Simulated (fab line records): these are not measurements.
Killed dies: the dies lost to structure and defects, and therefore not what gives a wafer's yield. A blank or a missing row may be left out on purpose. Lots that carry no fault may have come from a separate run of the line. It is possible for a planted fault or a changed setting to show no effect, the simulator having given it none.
Problem report in the 8D (eight disciplines) form, filled by code :: flow n5_finfet :: the parts of the form that need people (team, actions taken, sign-off) are left out

## 1. WHAT WENT WRONG
susceptor_temp_C at N5_HKMG_FIN_CVD_62 reads a mean of 482.25 C on 1 wafer of 1 lot; wafers without a fault read 500.00 C with a standard deviation of 0.24. That puts it -74 standard deviations away from the usual mean.
The step: deposits a-Si from Si2H6, target thk 3 nm, time 20.8 s.
First seen on wafer L154.3, day 6 00:07, on thermal_cvd_si-01. The record has a number at this step for 30 wafers belonging to 10 lots. The rule behind "out" and "out of limits": a value lying over 4 standard deviations away from the usual mean. All remaining wafers that have a number are taken as sound.

## 2. WHAT IT IS, AND WHAT IT ISN'T
question: which readings at this step
is: susceptor_temp_C
is not: heater_power_w

question: which lots
is: L154
is not: L150, L151, L152, L159, L161, L166, L167, L168, L170

question: which wafers of those lots
is: L154.3
is not: L154.2, L154.5

question: read on which tools
is: thermal_cvd_si-01
is not: thermal_cvd_si-02

question: when
is: from day 6 00:07
is not: up to then (11 sound wafers); but 18 sound wafers of L159, L161, L166, L167, L168, L170 came after

## 3. WHAT RULES OUT EACH SUSPECT
Counting: a tool at a process step up to the reading stays a suspect if it ran every lot that is out. Sound lots after the first of them don't rule it out here, since some wafers of a struck lot are sound.
- rie_si-02 at N5_SDB_CUT_ETCH_26 (etches Si in HBr/Cl2/O2, target depth 129.6 nm, bt time 20 s, time 51.8 s): kept. It ran the lot that is out, L154 (day 5 17:20).
- ald_hk-01 at N5_HKMG_FIN_ALD_75 (deposits Al2O3, target thk 1 nm, co reactant pulse time 1 s): kept. It ran the lot that is out, L154 (day 5 21:49).
- thermal_cvd_si-01 at N5_HKMG_FIN_CVD_62 (deposits a-Si from Si2H6, target thk 3 nm, time 20.8 s): kept. It processed L154, the lot that is out, at day 6 00:07, and its most recent sound lot before then was L152 at day 5 09:21. Its own readings are out on those wafers: susceptor_temp_C.
- The sound lot-mates ran in chamber 2 of ald_hk-01 at N5_HKMG_FIN_ALD_75, but the wafers that are out ran in chamber 1.
- In thermal_cvd_si-01 at N5_HKMG_FIN_CVD_62, the wafers that are out were processed in chamber 1 and their sound lot-mates in chambers 0, 2.
Still standing after the count: rie_si-02 at N5_SDB_CUT_ETCH_26, ald_hk-01 at N5_HKMG_FIN_ALD_75, thermal_cvd_si-01 at N5_HKMG_FIN_CVD_62.

## 4. THE CAUSE (what the simulator had put in)
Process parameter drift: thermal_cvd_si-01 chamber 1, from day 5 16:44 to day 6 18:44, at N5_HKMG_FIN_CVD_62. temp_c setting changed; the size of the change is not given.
Of the 3 suspects that counting leaves, this tool is one.

## 5. SEQUENCE OF EFFECTS, ordered by route
One row per reading whose mean, taken over the struck wafers that have a number, lies over 3 standard deviations from the usual. Scope: only readings with a usual standard deviation given in the record; hours: median across lots of the time from each lot's start at the first step in this table that gives one to its start at this step; sigmas: change in usual standard deviations.
hours: 0
step: N5_HKMG_FIN_CVD_62
reading: susceptor_temp_C
usual: 500.00 C
on struck wafers: 482.25
change: -17.75
sigmas: -74
The process steps in it:
- N5_HKMG_FIN_CVD_62: deposits a-Si from Si2H6, target thk 3 nm, time 20.8 s.
At these later measuring or inspecting steps, every struck wafer for which the step has a row has a number for every such reading, and none has moved that far: N5_BEOL_M4_RC_MEAS_101.

## 6. WHAT WOULD HAVE CAUGHT IT SOONER
First out-of-limits reading in this record: day 6 00:07, which is 7 hours after fault onset at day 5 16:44.
